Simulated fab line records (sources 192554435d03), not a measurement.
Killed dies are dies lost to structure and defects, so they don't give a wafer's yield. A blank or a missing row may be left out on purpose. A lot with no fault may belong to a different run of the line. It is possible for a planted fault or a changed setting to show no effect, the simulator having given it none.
Split-lot study ; flow n5_finfet ; on a route of 1938 steps: 7 lots, 21 wafers read

== ABOUT THE SPLIT ==
At N5_WELL_APT_COAT_19 (resist thk 950 nm), the setting spin_rpm was moved away from the recipe's 1357 rpm on 6 of the 21 wafers read, by -10.2% to +8.8%. For the rest of the wafers, this setting stayed at what the recipe calls for.

The reading comes from the split's own step.

== THE READING ==
coat_of_WELL_APT_COAT_19.thk_nm (the simulator's own value, which no gauge read), in nm, at N5_WELL_APT_COAT_19 (resist thk 950 nm). No usual value for it is given in the file. Average 949.7 nm, standard deviation 2.5 nm, over the 15 wafers here run with the recipe.

wafer;tool, chamber at the split;spin_rpm as run, rpm;against the recipe;coat_of_WELL_APT_COAT_19.thk_nm, nm;against lot-mates on the recipe
L077.1;litho_track-05, 0;1357;recipe;948.8;-
L077.2;litho_track-05, 0;1268;-6.6%;981.1;+33.3
L077.4;litho_track-05, 0;1357;recipe;946.9;-
L079.2;litho_track-01, 0;1357;recipe;954.1;-
L079.4;litho_track-01, 0;1357;recipe;950.3;-
L079.6;litho_track-01, 0;1357;recipe;952;-
L081.2;litho_track-01, 0;1357;recipe;950;-
L081.4;litho_track-01, 0;1357;recipe;952.7;-
L081.5;litho_track-01, 0;1476;+8.8%;914.8;-36.6
L083.2;litho_track-01, 0;1465;+8.0%;913.6;-32.5
L083.5;litho_track-01, 0;1465;+8.0%;908;-38.1
L083.6;litho_track-01, 0;1357;recipe;946.1;-
L090.1;litho_track-03, 0;1258;-7.3%;986.3;+34.9
L090.3;litho_track-03, 0;1357;recipe;951.5;-
L090.4;litho_track-03, 0;1357;recipe;951.3;-
L091.2;litho_track-05, 0;1357;recipe;945.3;-
L091.4;litho_track-05, 0;1357;recipe;946.6;-
L091.6;litho_track-05, 0;1218;-10.2%;1003;+57.0
L092.1;litho_track-03, 0;1357;recipe;950.9;-
L092.5;litho_track-03, 0;1357;recipe;949.5;-
L092.6;litho_track-03, 0;1357;recipe;950.2;-

THE FIT
A straight line over all 21 wafers: coat_of_WELL_APT_COAT_19.thk_nm changes by -4.8 nm for each +1% of spin_rpm; r = -0.99; the points scatter about the line by 3 nm.
The same after taking each lot's own level away (the mean of its wafers on the recipe; 21 wafers): -4.79 nm for each +1%; r = -0.99; scatter 2.5 nm.
That fit puts the effect of the largest move of spin_rpm on the reading at 49 nm.
Across the lots, their own levels run from 945.95 to 952.13 nm, a range of 2.5 times the standard deviation given above.
The two slopes are in agreement: the lot-to-lot level therefore moves the slope only a little.
Check: with one of the wafers moved furthest among these (-10.2%) left out of the fit, the line predicts +47 nm for it against its lot-mates. Against them it came out at +57 nm.

== THESE WAFERS: OTHER SPLITS ==
Other splits were also applied to these wafers ahead of the reading. Each is held against what the fit with the lots' levels taken away leaves over:
other split on the same wafers;wafers away from the commonest value;r with coat_of_WELL_APT_COAT_19.thk_nm (lot level and that fit taken away)
N5_ZERO_LAYER_EXPOSE_08 dose_mj;8;+0.03
N5_ZERO_LAYER_DEVELOP_10 develop_time_s;13;-0.24

== FILE'S OWN FIT ==
coat_of_WELL_APT_COAT_19.thk_nm changes by -4.86 nm for each +1% of spin_rpm, r = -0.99.
